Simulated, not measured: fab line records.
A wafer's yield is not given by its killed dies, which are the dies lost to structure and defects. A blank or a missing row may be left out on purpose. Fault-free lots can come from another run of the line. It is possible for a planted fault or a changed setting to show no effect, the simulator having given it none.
fab line records    flow n5-finfet
record: lots: 6  wafers: 18  last-day: 17
route steps=1938 shown BEOL_M11@1560 PASSIVATION@1936
lots that met no fault: from a run of the same line without faults
start-h: hours from the record's first day to the start of the lot's first wafer shown    wait-h: hours from the lot's prior step to this one    " unchanged from the row above    L1.1+2: a row that stands for several wafers    - value missing, or start not given    * or withheld: withheld    < > ~ a bound
route shown NAME@n: names a module that has steps shown in the file, with the first one's number in the route    usual: mean/standard deviation of fault-free wafers    same: alike in all rows    chamber/n: place in a boat    sites: per-site readings    _std_site: how widely they spread, as a standard deviation    _edge_site: outer sites' mean less inner sites'    radius-mm: how far each site lies from the wafer's centre    mask NAME#n: copy n    behind: tool/chamber where the wafer was last shaped    hold: why the lot was held/for how many hours/how that ended    device: transistor that didn't switch, given as n, p or np    end of line: the route-end tests of the same wafers    for a step that has no rows: nothing shown but its recipe    killed: dies lost to structure and defects at the first sort, not the wafer's yield    map: a wafer's dies, marking killed ones x, the rest . and places with no die _
set.NAME: the setting the step ran with; set.NAME@STEP: the setting that earlier step ran with    model.NAME: the simulator's own value behind a step, which no gauge read
lots at some steps of the route; a table a step, a row a wafer
services: the hour from which a tool's chamber was out of use, counted from the record's first day as start-h (under 0 if before that day), plus the number of hours and why
== steps ==
step: N5_BEOL_M11_COAT_63
recipe: resist: SOC  temp-c: 250  time-s: 60  spin-rpm: 1500  resist-thk-nm: 100
step: N5_BEOL_M11_COAT_64
recipe: resist: SiARC  temp-c: 220  time-s: 60  spin-rpm: 1500  resist-thk-nm: 30
step: N5_BEOL_M11_COAT_22
recipe: resist: CAR-ArF  spin-rpm: 1500  resist-thk-nm: 90
step: N5_BEOL_M11_EBR_24
recipe: solvent: PGMEA  ebr-width-mm: 1.5
step: N5_BEOL_M11_SOFTBAKE_23
recipe: temp-c: 110  time-s: 60  resist: CAR-ArF
step: N5_BEOL_M11_EXPOSE_25
recipe: mask-id: V10  na: 1.35  source-shape: annular  sigma-inner: 0.5  sigma-outer: 0.8  polarization: unpolarized  dose-mj: 85.5
step: N5_BEOL_M11_PEB_26
recipe: peb-temp-c: withheld  peb-time-s: 60  resist: CAR-ArF
step: N5_BEOL_M11_DEVELOP_27
recipe: develop-time-s: 30  developer: TMAH  resist: CAR-ArF  rinse-liquid: diw  dry: air-spin  dev-temp-c: 23
step: N5_BEOL_M11_CD_MEAS_28
recipe: target-cd-nm: 70  landing-energy-ev: 500  detector: se-inlens  polarity: opening
usual: cd-nm: 70.2/0.7
lot.wafer  tool       chamber  start-h  wait-h  cd-nm
L544.2     cd-sem-02  0        257.86   -       70.6
L544.3     "          0        "        "       70.7
L544.6     "          0        "        "       70.0
L548.3     cd-sem-01  0        260.23   -       70.5
L548.4     "          0        "        "       70.4
L548.5     "          0        "        "       69.9
L558.4     cd-sem-03  0        333.67   -       70.4
L558.5     "          0        "        "       71.1
L558.6     "          0        "        "       69.6
L561.3     cd-sem-02  0        348.31   -       68.5
L561.4     "          0        "        "       69.6
L561.6     "          0        "        "       69.8
L564.3     cd-sem-01  0        364.84   -       69.6
L564.4     "          0        "        "       70.2
L564.5     "          0        "        "       70.2
L565.3     cd-sem-03  0        368.61   -       69.4
L565.5     "          0        "        "       69.9
L565.6     "          0        "        "       70.1
step: N5_BEOL_M11_OVL_MEAS_29
recipe: points-per-wafer: 44
usual: V10_OVL: -0.6/0.72
lot.wafer  tool        chamber  start-h  wait-h  V10_OVL[nm]
L544.2     overlay-02  0        257.89   0.0     -0.2
L544.3     "           0        "        "       -0.9
L544.6     "           0        "        "       -0.8
L548.3     overlay-02  0        260.26   0.0     -0.1
L548.4     "           0        "        "       -1.0
L548.5     "           0        "        "       -1.3
L558.4     overlay-01  0        333.70   0.0     1.0
L558.5     "           0        "        "       0.3
L558.6     "           0        "        "       -0.5
L561.3     overlay-01  0        348.34   0.0     0.1
L561.4     "           0        "        "       0.5
L561.6     "           0        "        "       -0.3
L564.3     overlay-02  0        364.86   0.0     -0.7
L564.4     "           0        "        "       -0.4
L564.5     "           0        "        "       -1.5
L565.3     overlay-01  0        368.64   0.0     -0.6
L565.5     "           0        "        "       -0.8
L565.6     "           0        "        "       -0.9
step: N5_BEOL_M11_INSPECT_30
recipe: mode: adi  inspect-instrument: brightfield
usual: raw-defect-count: 415/100
lot.wafer  tool               chamber  start-h  wait-h  raw-defect-count
L544.2     defect-inspect-02  -        257.92   0.0     361
L544.3     "                  -        "        "       423
L544.6     "                  -        "        "       337
L548.3     defect-inspect-01  -        260.28   0.0     475
L548.4     "                  -        "        "       309
L548.5     "                  -        "        "       616
L558.4     defect-inspect-01  -        333.72   0.0     510
L558.5     "                  -        "        "       522
L558.6     "                  -        "        "       381
L561.3     defect-inspect-01  -        348.37   0.0     457
L561.4     "                  -        "        "       364
L561.6     "                  -        "        "       406
L564.3     defect-inspect-01  -        364.89   0.0     373
L564.4     "                  -        "        "       333
L564.5     "                  -        "        "       312
L565.3     defect-inspect-02  -        368.66   0.0     491
L565.5     "                  -        "        "       490
L565.6     "                  -        "        "       424
step: N5_BEOL_M11_DESCUM_33
recipe: chemistry: O2  time-s: 7.9  source-power-w: 50  bias-power-w: 20  pressure-mtorr: 20  rf-frequency-hz: 2.712e+07  temp-c: 40  resist: CAR-ArF  o2-flow-sccm: 225
usual: bias-power-w: 20.01/0.061  drypump-motor-current-A: 5.8/0.53  oes-product-au: 0.79/0.068  rf-vpp-V: 243.3/1.3  showerhead-plenum-p-Torr: 2.10/0.074  throttle-valve-pct: 20.44/0.2
lot.wafer  tool         chamber  start-h  wait-h  bias-power-w  drypump-motor-current-A  oes-product-au  rf-hours-counter-h  rf-vpp-V  showerhead-plenum-p-Torr  throttle-valve-pct
L544.2     rie-diel-06  2        257.95   0.0     19.95         6.5                      0.75            174                 242.0     2.08                      20.56
L544.3     "            1        "        "       20.02         5.5                      0.71            204                 241.4     1.98                      20.38
L544.6     "            0        "        "       20.00         5.7                      0.83            -                   243.1     2.11                      20.06
L548.3     rie-diel-02  3        260.32   0.0     20.08         6.6                      0.89            36                  243.5     2.15                      20.21
L548.4     "            2        "        "       20.13         5.1                      0.80            100                 242.5     2.03                      20.37
L548.5     "            2        "        "       20.12         5.1                      0.80            -                   242.2     2.02                      20.37
L558.4     rie-diel-06  1        333.77   0.0     19.98         5.5                      0.71            -                   241.7     1.97                      20.41
L558.5     "            2        "        "       20.05         6.5                      0.74            -                   243.0     2.08                      20.56
L558.6     "            3        "        "       19.96         6.5                      0.79            -                   241.5     2.02                      20.52
L561.3     rie-diel-06  2        348.70   0.3     20.10         6.5                      0.73            195                 243.6     2.08                      20.58
L561.4     "            3        "        "       20.08         6.6                      0.79            -                   241.0     2.02                      20.54
L561.6     "            1        "        "       19.92         5.5                      0.70            -                   241.9     1.97                      20.41
L564.3     rie-diel-02  0        364.92   0.0     20.10         5.1                      0.83            77                  243.9     2.20                      20.65
L564.4     "            3        "        "       20.08         6.6                      0.83            -                   242.9     2.13                      20.27
L564.5     "            0        "        "       20.03         5.1                      0.83            -                   245.5     2.20                      20.63
L565.3     rie-diel-05  3        368.79   0.1     19.96         5.7                      0.86            46                  245.2     2.22                      20.36
L565.5     "            1        "        "       20.07         5.8                      0.70            -                   243.7     2.15                      20.70
L565.6     "            0        "        "       20.00         5.7                      0.86            -                   243.0     2.04                      20.12
step: N5_BEOL_M11_ETCH_65
recipe: chemistry: CF4  target: SiARC  target-depth-a: 390  mask-material: CAR-ArF  time-s: 65  ion-energy-ev: 80  pressure-mtorr: 40  source-w: 545  bias-w: 36  Ar_flow_sccm: 100  cf4-flow-sccm: 100  ends: cleared
usual: drypump-motor-current-A: 5.8/0.53  etch-rf-on-time-s: 65.1/1.2  mfc-ar-sccm: 100.0/0.31  oes-product-au: 0.67/0.059  rf-vpp-V: 184.0/1.2  showerhead-plenum-p-Torr: 2.15/0.072  throttle-valve-pct: 15.62/0.23
lot.wafer  tool         chamber  start-h  wait-h  drypump-motor-current-A  etch-rf-on-time-s  mfc-ar-sccm  oes-product-au  rf-hours-counter-h  rf-vpp-V  showerhead-plenum-p-Torr  throttle-valve-pct
L544.2     rie-diel-06  2        257.98   0.0     6.5                      66.0               99.9         0.64            174                 184.3     2.14                      15.77
L544.3     "            1        "        "       5.5                      67.2               99.7         0.61            204                 183.2     2.05                      15.67
L544.6     "            0        "        "       5.7                      63.8               100.1        0.72            -                   182.9     2.17                      15.33
L548.3     rie-diel-02  3        260.35   0.0     6.6                      65.0               99.7         0.76            36                  184.6     2.18                      15.29
L548.4     "            2        "        "       5.1                      65.7               99.8         0.68            100                 180.9     2.07                      15.51
L548.5     "            2        "        "       5.1                      66.3               100.2        0.67            -                   184.5     2.07                      15.49
L558.4     rie-diel-06  1        333.81   0.0     5.5                      66.4               99.8         0.60            -                   181.6     2.04                      15.68
L558.5     "            2        "        "       6.5                      65.9               100.3        0.63            -                   183.8     2.13                      15.82
L558.6     "            3        "        "       6.6                      45.2               100.4        0.84            -                   182.2     2.07                      15.66
L561.3     rie-diel-06  2        348.74   0.0     6.5                      66.1               100.3        0.63            195                 184.5     2.13                      15.83
L561.4     "            3        "        "       6.5                      65.8               100.7        0.66            -                   182.0     2.07                      15.67
L561.6     "            1        "        "       5.5                      46.6               99.8         0.73            -                   182.8     2.04                      15.71
L564.3     rie-diel-02  0        364.96   0.0     5.1                      64.2               99.8         0.71            77                  185.3     2.26                      15.89
L564.4     "            3        "        "       6.6                      64.6               100.3        0.70            -                   183.6     2.16                      15.36
L564.5     "            0        "        "       5.1                      64.6               100.2        0.71            -                   183.9     2.26                      15.87
L565.3     rie-diel-05  3        368.82   0.0     5.7                      64.3               99.8         0.74            46                  185.7     2.27                      15.52
L565.5     "            1        "        "       5.8                      65.3               99.8         0.60            -                   183.9     2.20                      15.87
L565.6     "            0        "        "       5.7                      63.7               100.1        0.74            -                   183.3     2.09                      15.26
step: N5_BEOL_M11_ETCH_66
recipe: chemistry: N2/H2  target: SOC  target-depth-a: 1200  overetch-a: 240  mask-material: SiARC  temp-c: 40  time-s: 180  ion-energy-ev: 200  pressure-mtorr: 30  source-w: 840  bias-w: 150  n2-flow-sccm: 200  h2-flow-sccm: 200
usual: drypump-motor-current-A: 5.8/0.53  oes-product-au: 0.64/0.05  rf-vpp-V: 524.1/2.6  showerhead-plenum-p-Torr: 2.55/0.09  throttle-valve-pct: 17.85/0.25
lot.wafer  tool         chamber  start-h  wait-h  drypump-motor-current-A  oes-product-au  rf-hours-counter-h  rf-vpp-V  showerhead-plenum-p-Torr  throttle-valve-pct
L544.2     rie-diel-06  2        258.03   0.0     6.5                      0.60            174                 523.1     2.52                      17.82
L544.3     "            1        "        "       5.5                      0.58            204                 519.2     2.42                      17.92
L544.6     "            0        "        "       5.7                      0.67            -                   524.6     2.59                      17.60
L548.3     rie-diel-02  3        260.40   0.0     6.6                      0.71            36                  523.9     2.58                      17.43
L548.4     "            2        "        "       5.1                      0.64            100                 522.6     2.46                      17.68
L548.5     "            2        "        "       5.1                      0.64            -                   523.1     2.46                      17.67
L558.4     rie-diel-06  1        333.90   0.1     5.5                      0.57            -                   519.5     2.41                      17.96
L558.5     "            2        "        "       6.5                      0.60            -                   523.8     2.52                      17.86
L558.6     "            3        "        "       6.6                      0.64            -                   521.1     2.46                      17.85
L561.3     rie-diel-06  2        348.79   0.0     6.5                      0.60            195                 523.4     2.52                      17.86
L561.4     "            3        "        "       6.6                      0.63            -                   522.3     2.45                      17.87
L561.6     "            1        "        "       5.5                      0.57            -                   519.3     2.41                      17.97
L564.3     rie-diel-02  0        365.01   0.0     5.1                      0.66            77                  526.9     2.69                      18.11
L564.4     "            3        "        "       6.6                      0.67            -                   526.9     2.57                      17.52
L564.5     "            0        "        "       5.1                      0.66            -                   527.2     2.69                      18.09
L565.3     rie-diel-05  3        368.87   0.0     5.7                      0.70            46                  528.6     2.69                      17.79
L565.5     "            1        "        "       5.8                      0.57            -                   525.3     2.62                      18.21
L565.6     "            0        "        "       5.7                      0.69            -                   521.7     2.48                      17.55
step: N5_PASSIVATION_PROBE_49
usual: defect-limited-yield: 91.2/1.5  killed_at_M0_to_M3: 35/11  killed_at_M4_up: 13/5.6  killed-at-contacts: 13/6.3  killed-at-front-end: 38/12  killed-at-other: 3.7/2.9  killed-dies: 104/18  killed-open: 69/13  killed-short: 34/8.3  sort_bin_5_function: 5.2/0.95  sort_bin_6_memory: 3.3/0.68  sort-n-pass: 1076/18  sort-yield-pct: 91.2/1.5
same: gross-dies: 1180  killed-at-back-side: 0  sort_bin_4_leakage[%]: 0  sort_bin_8_speed[%]: 0
lot.wafer  tool       chamber  start-h  wait-h  defect-limited-yield[%]  killed_at_M0_to_M3  killed_at_M4_up  killed-at-contacts  killed-at-front-end  killed-at-other  killed-dies  killed-open  killed-short  sort_bin_5_function[%]  sort_bin_6_memory[%]  sort-n-pass  sort-yield-pct[%]
L544.2     prober-02  -        299.73   0.1     91.9                     47                  7                12                  27                   3                96           66           26            4.9                     2.8                   1084         91.9
L544.3     prober-02  -        299.78   0.1     90.7                     41                  12               16                  39                   2                110          79           30            5.4                     3.6                   1070         90.7
L544.6     prober-02  -        299.93   0.3     91.1                     29                  23               11                  39                   3                105          75           29            4.8                     4.0                   1075         91.1
L561.3     prober-01  -        393.66   0.1     92.6                     36                  9                11                  28                   3                87           59           27            4.8                     2.3                   1093         92.6
L561.4     prober-01  -        393.71   0.2     90.5                     57                  13               9                   25                   8                112          77           35            5.5                     3.6                   1068         90.5
L561.6     prober-01  -        393.81   0.3     89.4                     59                  12               14                  34                   6                125          84           41            5.8                     4.3                   1055         89.4
L565.3     prober-01  -        411.96   0.1     92.4                     23                  12               22                  27                   6                90           63           27            4.3                     3.1                   1090         92.4
L565.5     prober-01  -        412.06   0.2     92.9                     26                  12               14                  30                   2                84           61           22            4.2                     2.7                   1096         92.9
L565.6     prober-01  -        412.11   0.3     92.8                     22                  11               23                  28                   1                85           56           26            4.4                     2.6                   1095         92.8
killed by level:class
L544.2 BEOL_M2:geometric-particle:open=13 MOL_CONTACT_COAG:geometric-particle:open=11 BEOL_M1:geometric-particle:open=8 BEOL_M3:geometric-particle:open=8 FIN_SAQP:geometric-particle:short=6 BEOL_M0_SAQP:geometric-particle:short=5 FIN_SAQP:geometric-particle:open=4 BEOL_M0:geometric-particle:open=4
L544.3 MOL_CONTACT_COAG:geometric-particle:open=14 FIN_SAQP:geometric-particle:open=13 BEOL_M3:geometric-particle:open=8 BEOL_M1:geometric-particle:open=7 BEOL_M0_SAQP:geometric-particle:short=6 BEOL_M0_SAQP:geometric-particle:open=6 FIN_SAQP:geometric-particle:short=5 STARTING-WAFER:geometric-particle:short=5
L544.6 FIN_SAQP:geometric-particle:open=21 BEOL_M4:geometric-particle:open=14 MOL_CONTACT_COAG:geometric-particle:open=9 FIN_SAQP:geometric-particle:short=7 STI_FIN_REVEAL:geometric-particle:open=6 BEOL_M0_SAQP:geometric-particle:short=6 BEOL_M1:geometric-particle:short=4 BEOL_M2:geometric-particle:open=4
L561.3 FIN_SAQP:geometric-particle:open=11 BEOL_M3:geometric-particle:open=10 BEOL_M1:geometric-particle:open=8 MOL_CONTACT_COAG:geometric-particle:open=7 FIN_SAQP:geometric-particle:short=6 BEOL_M2:geometric-particle:open=6 BEOL_M0_SAQP:geometric-particle:short=5 MOL_CONTACT_COAG:geometric-particle:short=4
L561.4 BEOL_M0_SAQP:geometric-particle:short=14 BEOL_M0_SAQP:geometric-particle:open=11 BEOL_M2:geometric-particle:open=9 BEOL_M3:geometric-particle:open=9 BEOL_M1:geometric-particle:open=8 FIN_SAQP:geometric-particle:open=6 STI_FIN_REVEAL:geometric-particle:open=6 MOL_CONTACT_COAG:geometric-particle:open=6
L561.6 BEOL_M3:geometric-particle:open=19 MOL_CONTACT_COAG:geometric-particle:open=12 FIN_SAQP:geometric-particle:short=9 BEOL_M2:geometric-particle:open=9 FIN_SAQP:geometric-particle:open=7 BEOL_M1:geometric-particle:open=7 BEOL_M3:geometric-particle:short=6 BEOL_M0_SAQP:geometric-particle:open=5
L565.3 MOL_CONTACT_COAG:geometric-particle:open=19 STI_FIN_REVEAL:geometric-particle:open=7 BEOL_M0_SAQP:geometric-particle:short=7 BEOL_M2:geometric-particle:open=6 FIN_SAQP:geometric-particle:short=4 BEOL_M0_SAQP:geometric-particle:open=4 BEOL_M7:geometric-particle:open=4 STARTING-WAFER:geometric-particle:open=4
L565.5 BEOL_M2:geometric-particle:open=15 MOL_CONTACT_COAG:geometric-particle:open=11 FIN_SAQP:geometric-particle:open=8 BEOL_M4:geometric-particle:open=6 BEOL_M0_SAQP:geometric-particle:short=4 STI_FIN_REVEAL:geometric-particle:short=3 STI_FIN_REVEAL:geometric-particle:open=3 GATE_CUT:geometric-particle:open=3
L565.6 MOL_CONTACT_COAG:geometric-particle:open=19 STI_FIN_REVEAL:geometric-particle:open=8 FIN_SAQP:geometric-particle:short=6 BEOL_M2:geometric-particle:open=5 MOL_CONTACT_COAG:geometric-particle:short=4 BEOL_M0_SAQP:geometric-particle:short=4 BEOL_M7:geometric-particle:open=4 FIN_SAQP:geometric-particle:open=3
== services ==
tool         chamber  start-h  hours  kind
rie-diel-06  2        297.63   7.9    repair
rie-diel-05  3        298.23   8.0    repair
rie-diel-06  -        302.99   14.6   pm
rie-diel-02  0        316.48   3.8    repair
rie-diel-06  0        329.38   30.4   repair
rie-diel-02  0        333.06   3.4    repair
rie-diel-06  2        337.79   6.0    repair
rie-diel-02  2        359.03   13.7   repair
rie-diel-05  2        368.61   5.7    repair
== key ==
first-sign: step: N5_BEOL_M11_ETCH_65  reading: etch-rf-on-time-s  direction: down  sigmas: 17  usual: *  struck: *
effect none on later readings
met-at N5_BEOL_M11_ETCH_65
struck-wafers L558.6,L561.6
onset-between 257.98 333.81
fault: kind: process-parameter-drift  tool: rie-diel-06  chamber: -  onset-h: 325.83  steps: N5_BEOL_M11_ETCH_65  channel: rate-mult  offset: 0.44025  shape: step  end-h: 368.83  scope: struck-wafers-only
